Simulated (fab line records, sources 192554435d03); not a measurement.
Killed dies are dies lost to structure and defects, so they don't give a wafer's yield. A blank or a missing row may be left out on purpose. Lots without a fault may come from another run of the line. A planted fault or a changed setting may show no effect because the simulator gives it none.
fab line records | flow n5_finfet
record lots=13 wafers=38 last_day=17
route steps=1938 shown BEOL_M6@1248 PASSIVATION@1936
lots that met no fault: from a run of the same line without faults
start_h: hours from the record's first day to the start of the lot's first wafer shown | wait_h: hours since the lot's step before | " the same as in the row above | L1.1+2: a row that stands for several wafers | - no value, or no start given | * or withheld: withheld | < > ~ a bound
route shown NAME@n: a module of which the file shows steps, and the number in the route of the first | usual: mean/standard deviation of fault-free wafers | same: alike in all rows | chamber/n: place in a boat | sites: the reading at each site | _std_site: their standard deviation | _edge_site: outer sites' mean less inner sites' | radius_mm: how far each site lies from the wafer's centre | mask NAME#n: copy n | behind: the tool/chamber that last shaped the wafer | hold: why the lot was held/for how many hours/how that ended | device: the transistor (n, p or np) that didn't switch | end of line: the same wafers' tests at the end of the route | a step without rows: its recipe alone | killed: dies lost to structure and defects at the first sort, not the wafer's yield | map: a wafer's dies, x killed, . not, _ none there
set.NAME: the setting as run; set.NAME@STEP: as run at that earlier step | model.NAME: the simulator's own value behind a step, which no gauge read
steps of the route over a sample of lots; a table a step, a row a wafer
services: from which hour (start_h, from the record's first day; less than 0 if before it) a tool's chamber was out of use, for how many hours, and why
## steps
# step N5_BEOL_M6_CURE_75
# recipe temp_c=370 time_s=120 ambient=DMADMS/He material=SiCOH_lowk
# usual lamp_power_pct=52.31/0.051 wafer_temp_C_max=371.8/0.56
# columns lot.wafer tool chamber start_h wait_h lamp_power_pct wafer_temp_C_max
L328.1 uv_cure-02 1 185.61 0.0 52.31 371.2
L328.6 " 1 " " 52.30 371.4
L331.2 uv_cure-02 2 203.14 0.1 52.25 371.4
L331.3 " 2 " " 52.33 371.8
L331.5 " 2 " " 52.22 371.9
L333.3 uv_cure-02 2 210.72 0.1 52.26 372.1
L333.4 " 2 " " 52.32 372.3
L333.5 " 2 " " 52.36 373.1
L332.1 uv_cure-03 1 211.03 0.0 52.34 371.2
L332.2 " 1 " " 52.30 371.8
L332.3 " 1 " " 52.33 371.6
L337.1 uv_cure-03 1 224.74 0.1 52.30 371.3
L337.5 " 1 " " 52.39 371.2
L337.6 " 1 " " 52.36 372.0
L338.1 uv_cure-01 0 244.56 0.1 52.29 372.3
L338.2 " 0 " " 52.34 373.1
L338.4 " 0 " " 52.21 372.4
L340.1 uv_cure-03 1 258.65 0.2 52.26 371.8
L340.2 " 1 " " 52.31 371.1
L340.4 " 1 " " 52.25 371.1
L341.2 uv_cure-01 1 263.04 0.1 52.20 371.9
L341.4 " 1 " " 52.30 372.4
L341.5 " 1 " " 52.38 372.0
L343.1 uv_cure-01 0 267.03 0.2 52.31 371.5
L343.2 " 0 " " 52.42 371.4
L343.6 " 0 " " 52.26 372.6
L345.3 uv_cure-03 2 281.89 0.1 52.39 371.8
L345.4 " 2 " " 52.34 372.2
L345.5 " 2 " " 52.27 372.1
L346.1 uv_cure-01 1 285.52 0.0 52.31 371.4
L346.2 " 1 " " 52.29 372.2
L346.5 " 1 " " 52.29 372.0
L348.1 uv_cure-03 0 307.85 0.0 52.28 371.7
L348.4 " 0 " " 52.31 371.0
L348.5 " 0 " " 52.36 371.0
L351.1 uv_cure-02 0 314.66 0.0 52.29 371.6
L351.2 " 0 " " 52.34 371.4
L351.5 " 0 " " 52.38 371.9
# step N5_BEOL_M6_ECD_50
# recipe material=Cu target_thk_a=3000
# columns lot.wafer tool chamber start_h wait_h
L328.1+6 ecd_cu-02 0,1 187.08 0.1
L331.2+3+5 ecd_cu-01 1,0,0 204.47 0.1
L333.3+4+5 ecd_cu-02 0,1,0 212.96 0.1
L332.1+2+3 ecd_cu-01 0,1,1 213.98 0.1
L337.1+5+6 ecd_cu-01 0,0,1 225.91 0.1
L338.1+2+4 ecd_cu-02 1,0,1 245.92 0.1
L340.1+2+4 ecd_cu-02 1,0,1 260.52 0.1
L341.2+4+5 ecd_cu-02 0,1,0 264.24 0.1
L343.1+2+6 ecd_cu-01 0,1,1 268.29 0.1
L345.3+4+5 ecd_cu-02 1,0,0 283.49 0.1
L346.1+2+5 ecd_cu-01 1,0,0 286.69 0.1
L348.1+4+5 ecd_cu-01 1,1,0 309.20 0.1
L351.1+2+5 ecd_cu-02 0,1,1 319.32 0.1
# step N5_BEOL_M6_CMP_52
# recipe stop_on=SiCOH_lowk t_overpolish_s=6.9 down_force_psi=1 platen_rpm=50 clearing_platen_down_force_psi=1.5 clearing_platen_rpm=50 post_cmp_clean=cu_alkaline target_thk_nm=80 clearing_platen_pad_velocity_m_s=0.99484 pad_velocity_m_s=0.99484
# usual clearing_platen_down_force_psi=1.4999/0.0029 motor_current_A=6.3/0.64 pad_life_wafers=1107/550 platen_rpm=50.00/0.038 time_to_endpoint_s=62/3.8
# columns lot.wafer tool chamber start_h wait_h clearing_platen_down_force_psi motor_current_A pad_life_wafers platen_rpm time_to_endpoint_s
L328.1 cmp-02 0 187.63 0.3 1.5002 6.8 1784 50.05 61
L328.6 " 2 " " 1.4962 6.1 - 50.00 58
L331.3 cmp-01 3 205.06 0.2 1.4985 6.4 702 50.02 56
L331.2 " 1 " " 1.4997 5.2 704 50.06 55
L331.5 " 0 " " 1.4988 5.6 - 50.06 60
L333.4 cmp-02 0 213.45 0.2 1.5032 6.7 1969 50.00 1
L333.3 " 1 " " 1.4994 6.7 1970 49.99 0
L333.5 " 3 " " 1.5044 6.7 - 49.97 2
L332.3 cmp-04 0 214.97 0.2 1.4980 5.7 1020 49.99 2
L332.2 " 2 " " 1.5005 7.5 1022 50.03 4
L332.1 " 3 " " 1.4993 5.6 1023 50.00 4
L337.1 cmp-04 1 226.42 0.4 1.5095 7.7 1089 50.01 66
L337.5 " 2 " " 1.5000 7.3 - 50.06 67
L337.6 " 3 " " 1.5014 5.4 - 50.06 69
L338.2 cmp-02 2 246.48 0.2 1.5007 5.7 151 50.02 60
L338.4 " 3 " " 1.4970 6.7 152 49.96 66
L338.1 " 0 " " 1.4982 6.7 153 50.02 65
L340.1 cmp-02 2 261.48 0.3 1.5017 5.9 270 50.07 62
L340.4 " 0 " " 1.4993 6.7 272 50.00 68
L340.2 " 1 " " 1.4979 6.3 273 50.04 63
L341.2 cmp-02 1 264.64 0.2 1.4980 5.9 294 50.06 65
L341.4 " 3 " " 1.5009 6.5 296 49.96 67
L341.5 " 1 " " 1.5009 6.5 - 50.00 64
L343.2 cmp-01 3 269.51 0.3 1.4999 6.4 1333 50.01 65
L343.1 " 0 " " 1.5001 5.5 1334 49.98 68
L343.6 " 3 " " 1.5008 6.3 - 50.04 63
L345.3 cmp-01 2 284.58 0.2 1.4983 5.9 1454 49.99 64
L345.4 " 3 " " 1.4981 6.4 1455 50.01 56
L345.5 " 0 " " 1.4990 5.7 - 49.96 62
L346.1 cmp-01 0 287.09 0.3 1.5045 5.4 1488 50.04 63
L346.2 " 3 " " 1.4991 6.2 1491 49.97 58
L346.5 " 1 " " 1.4993 5.3 - 49.97 59
L348.1 cmp-02 0 310.05 0.3 1.4982 7.0 667 50.03 62
L348.4 " 1 " " 1.5026 6.2 668 49.97 59
L348.5 " 3 " " 1.5047 6.6 - 49.98 63
L351.1 cmp-01 3 319.88 0.3 1.5007 6.1 1777 49.96 57
L351.2 " 1 " " 1.4966 5.0 1779 50.01 56
L351.5 " 3 " " 1.4968 5.8 - 49.99 60
# step N5_BEOL_M6_INSPECT_58
# recipe inspect_instrument=darkfield mode=post_dep
# usual raw_defect_count=77/26
# columns lot.wafer tool chamber start_h wait_h raw_defect_count
L328.1 defect_inspect-02 - 188.01 0.0 99
L328.6 " - " " 140
L331.2 defect_inspect-01 - 205.52 0.0 118
L331.3 " - " " 86
L331.5 " - " " 77
L333.3 defect_inspect-02 - 213.86 0.0 53
L333.4 " - " " 81
L333.5 " - " " 102
L332.1 defect_inspect-01 - 215.45 0.0 78
L332.2 " - " " 60
L332.3 " - " " 78
L337.1 defect_inspect-02 - 226.79 0.0 80
L337.5 " - " " 65
L337.6 " - " " 102
L338.1 defect_inspect-01 - 246.90 0.0 42
L338.2 " - " " 51
L338.4 " - " " 39
L340.1 defect_inspect-02 - 261.93 0.0 141
L340.2 " - " " 118
L340.4 " - " " 126
L341.2 defect_inspect-01 - 265.09 0.0 68
L341.4 " - " " 45
L341.5 " - " " 72
L343.1 defect_inspect-01 - 269.93 0.0 74
L343.2 " - " " 59
L343.6 " - " " 79
L345.3 defect_inspect-01 - 284.96 0.0 83
L345.4 " - " " 115
L345.5 " - " " 73
L346.1 defect_inspect-01 - 287.55 0.0 56
L346.2 " - " " 52
L346.5 " - " " 104
L348.1 defect_inspect-02 - 310.46 0.0 69
L348.4 " - " " 46
L348.5 " - " " 73
L351.1 defect_inspect-02 - 320.33 0.0 71
L351.2 " - " " 74
L351.5 " - " " 29
# step N5_PASSIVATION_PROBE_49
# usual defect_limited_yield=91.3/1.5 killed_at_M0_to_M3=35/10 killed_at_M4_up=12/4.6 killed_at_contacts=13/6.6 killed_at_front_end=39/11 killed_at_other=4/3.4 killed_dies=103/17 killed_on_rim=14/4.1 killed_open=67/13 killed_short=35/8.2 sort_bin_5_function=5.1/0.94 sort_bin_6_memory=3.2/0.7 sort_bin_8_speed=0.00/0.03 sort_n_pass=1077/17 sort_yield_pct=91.3/1.5
# same gross_dies=1180 killed_at_back_side=0 sort_bin_4_leakage[%]=0
# columns lot.wafer tool chamber start_h wait_h defect_limited_yield[%] killed_at_M0_to_M3 killed_at_M4_up killed_at_contacts killed_at_front_end killed_at_other killed_dies killed_on_rim killed_open killed_short sort_bin_5_function[%] sort_bin_6_memory[%] sort_bin_8_speed[%] sort_n_pass sort_yield_pct[%]
L328.1 prober-02 - 270.63 0.0 90.7 27 18 13 47 5 110 18 68 41 5.2 3.2 0 1070 90.7
L328.6 prober-02 - 270.88 0.3 92.8 29 23 8 21 4 85 15 58 25 4.2 2.5 0 1095 92.8
L338.1 prober-01 - 326.39 0.0 89.3 43 11 12 56 4 126 22 75 49 6.4 3.6 0 1054 89.3
L338.2 prober-01 - 326.44 0.1 88.9 44 8 30 43 6 131 19 82 43 6.4 4.2 0 1049 88.9
L338.4 prober-01 - 326.54 0.2 91.1 27 13 18 45 2 105 18 76 28 4.8 3.8 0 1075 91.1
L340.1 prober-01 - 337.50 0.0 89.5 34 9 13 65 3 124 14 69 53 6.2 3.6 0 1056 89.5
L340.2 prober-01 - 337.55 0.1 89.8 37 9 13 53 8 120 15 85 33 5.3 4.7 0 1060 89.8
L340.4 prober-01 - 337.65 0.2 86.2 45 13 8 94 3 163 25 115 44 7.8 5.3 0 1017 86.2
L341.2 prober-01 - 343.01 0.1 92.5 22 17 5 41 4 89 9 64 24 4.8 2.3 0 1091 92.5
L341.4 prober-01 - 343.11 0.2 90.7 28 16 13 43 10 110 13 82 27 5.3 3.7 0 1070 90.7
L341.5 prober-01 - 343.16 0.2 91.5 26 9 13 49 3 100 13 60 36 4.7 3.1 0 1080 91.5
L345.3 prober-01 - 376.95 0.1 91.6 39 7 11 37 5 99 15 48 51 5.1 3.1 0 1081 91.6
L345.4 prober-01 - 377.00 0.2 90.4 30 7 22 46 8 113 11 69 41 5.8 3.5 0 1067 90.4
L345.5 prober-01 - 377.05 0.2 91.1 26 10 16 48 5 105 13 61 44 6.1 2.5 0 1075 91.1
# killed by level:class
L328.1 FIN_SAQP:geometric_particle:open=9 MOL_CONTACT_COAG:geometric_particle:open=9 BEOL_M4:geometric_particle:open=8 DUMMY_GATE:geometric_particle:open=7 BEOL_M0_SAQP:geometric_particle:short=7 BEOL_M1:geometric_particle:open=6 STARTING-WAFER:geometric_particle:open=5 BEOL_M0_SAQP:geometric_particle:open=5
L328.6 BEOL_M4:geometric_particle:open=11 BEOL_M3:geometric_particle:open=9 STI_FIN_REVEAL:geometric_particle:open=5 MOL_CONTACT_COAG:geometric_particle:open=5 BEOL_M0_SAQP:geometric_particle:open=5 BEOL_M0_SAQP:geometric_particle:short=4 BEOL_M1:geometric_particle:open=4 BEOL_M8:geometric_particle:open=4
L338.1 DUMMY_GATE:geometric_particle:open=14 FIN_SAQP:geometric_particle:short=10 MOL_CONTACT_COAG:geometric_particle:open=9 BEOL_M0_SAQP:geometric_particle:open=7 GATE_CUT:geometric_particle:short=7 BEOL_M0_SAQP:geometric_particle:short=7 BEOL_M3:geometric_particle:open=6 BEOL_M3:geometric_particle:short=6
L338.2 MOL_CONTACT_COAG:geometric_particle:open=26 BEOL_M2:geometric_particle:open=12 FIN_SAQP:geometric_particle:short=8 BEOL_M0_SAQP:geometric_particle:short=7 FIN_SAQP:geometric_particle:open=6 DUMMY_GATE:geometric_particle:open=6 ILD0:geometric_particle:short=6 BEOL_M0_SAQP:geometric_particle:open=5
L338.4 FIN_SAQP:geometric_particle:open=19 MOL_CONTACT_COAG:geometric_particle:open=11 DUMMY_GATE:geometric_particle:open=10 BEOL_M1:geometric_particle:open=9 MOL_CONTACT_COAG:geometric_particle:short=7 FIN_SAQP:geometric_particle:short=6 BEOL_M0:geometric_particle:open=6 STI_FIN_REVEAL:geometric_particle:open=5
L340.1 FIN_SAQP:geometric_particle:short=19 STI_FIN_REVEAL:geometric_particle:open=15 MOL_CONTACT_COAG:geometric_particle:open=11 BEOL_M3:geometric_particle:open=9 FIN_SAQP:geometric_particle:open=6 BEOL_M0_SAQP:geometric_particle:short=6 GATE_CUT:geometric_particle:short=6 STARTING-WAFER:geometric_particle:open=5
L340.2 STI_FIN_REVEAL:geometric_particle:open=11 MOL_CONTACT_COAG:geometric_particle:open=11 BEOL_M3:geometric_particle:open=11 FIN_SAQP:geometric_particle:open=9 DUMMY_GATE:geometric_particle:open=8 FIN_SAQP:geometric_particle:short=7 BEOL_M1:geometric_particle:open=5 BEOL_M0_SAQP:geometric_particle:open=5
L340.4 STI_FIN_REVEAL:geometric_particle:open=37 FIN_SAQP:geometric_particle:open=24 STI_FIN_REVEAL:geometric_particle:short=14 BEOL_M3:geometric_particle:open=10 BEOL_M0_SAQP:geometric_particle:short=9 BEOL_M0_SAQP:geometric_particle:open=8 MOL_CONTACT_COAG:geometric_particle:open=6 BEOL_M1:geometric_particle:short=5
L341.2 FIN_SAQP:geometric_particle:open=13 STI_FIN_REVEAL:geometric_particle:open=7 BEOL_M3:geometric_particle:open=7 BEOL_M2:geometric_particle:open=6 BEOL_M4:geometric_particle:open=6 FIN_SAQP:geometric_particle:short=5 DUMMY_GATE:geometric_particle:open=4 BEOL_M1:geometric_particle:open=4
L341.4 FIN_SAQP:geometric_particle:open=17 MOL_CONTACT_COAG:geometric_particle:open=12 BEOL_M3:geometric_particle:open=8 FIN_SAQP:geometric_particle:short=6 BEOL_M2:geometric_particle:open=6 STI_FIN_REVEAL:geometric_particle:open=5 BEOL_M0_SAQP:geometric_particle:open=5 MIM_TOP_ETCH:geometric_particle:short=5
L341.5 FIN_SAQP:geometric_particle:open=14 MOL_CONTACT_COAG:geometric_particle:open=9 BEOL_M0_SAQP:geometric_particle:short=6 BEOL_M2:geometric_particle:open=6 FIN_SAQP:geometric_particle:short=5 BEOL_M0_SAQP:geometric_particle:open=5 STARTING-WAFER:geometric_particle:short=5 STI_FIN_REVEAL:geometric_particle:open=4
L345.3 BEOL_M0_SAQP:geometric_particle:short=12 BEOL_M3:geometric_particle:short=11 FIN_SAQP:geometric_particle:short=10 MOL_CONTACT_COAG:geometric_particle:open=10 GATE_CUT:geometric_particle:short=8 DUMMY_GATE:geometric_particle:open=6 BEOL_M0_SAQP:geometric_particle:open=5 BEOL_M1:geometric_particle:open=5
L345.4 MOL_CONTACT_COAG:geometric_particle:open=19 BEOL_M0_SAQP:geometric_particle:short=9 STI_FIN_REVEAL:geometric_particle:open=8 BEOL_M1:geometric_particle:open=7 FIN_SAQP:geometric_particle:short=6 FIN_SAQP:geometric_particle:open=6 DUMMY_GATE:geometric_particle:open=6 GATE_CUT:geometric_particle:short=6
L345.5 MOL_CONTACT_COAG:geometric_particle:open=14 FIN_SAQP:geometric_particle:short=12 FIN_SAQP:geometric_particle:open=10 GATE_CUT:geometric_particle:open=7 BEOL_M1:geometric_particle:open=6 BEOL_M0_SAQP:geometric_particle:short=6 GATE_CUT:geometric_particle:short=5 BEOL_M0_SAQP:geometric_particle:open=4
## services
# columns tool chamber start_h hours kind
uv_cure-02 - 179.33 1.0 pm
uv_cure-03 - 185.80 6.9 repair
cmp-01 - 195.44 2.3 repair
cmp-04 - 198.53 0.2 repair
cmp-02 - 200.12 5.6 pm
uv_cure-01 - 217.77 2.1 pm
uv_cure-02 - 221.96 3.4 pm
cmp-02 - 224.03 4.0 pm
cmp-02 - 228.03 - consumable_replace:conditioner
cmp-02 - 228.03 - consumable_replace:pad
cmp-04 - 233.49 3.8 repair
uv_cure-02 - 235.10 28.1 pm
cmp-02 - 235.30 2.8 repair
uv_cure-01 - 249.88 0.8 repair
uv_cure-01 - 277.81 1.0 repair
ecd_cu-01 - 277.97 0.3 repair
cmp-02 - 286.37 0.2 repair
uv_cure-01 - 291.28 2.8 pm
ecd_cu-02 - 293.24 7.7 pm
uv_cure-03 - 296.03 1.0 repair
uv_cure-02 - 299.19 2.8 pm
cmp-04 - 299.99 1.2 repair
## key
first_sign step=N5_BEOL_M6_CMP_52 reading=time_to_endpoint_s direction=down sigmas=16 usual=* struck=*
effect none on later readings
met_at N5_BEOL_M6_ECD_50
struck_lots L332,L333
rows_end L332.1,L332.2,L332.3,L333.3,L333.4,L333.5
not_acting_at N5_BEOL_M6_CURE_75,N5_BEOL_M6_INSPECT_58
onset_between 204.47 212.96
earlier_fault kind=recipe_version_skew tool=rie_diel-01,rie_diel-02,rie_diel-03 chamber=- onset_h=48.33 steps=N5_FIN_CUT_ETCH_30 wrong_recipe.time_s=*
fault kind=skipped_step_whole tool=ecd_cu-01,ecd_cu-02 chamber=- onset_h=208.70 steps=N5_BEOL_M6_ECD_50 scope=struck_lots_only
# rows_end: these wafers met a further fault down the route, and their rows from its step on are left out
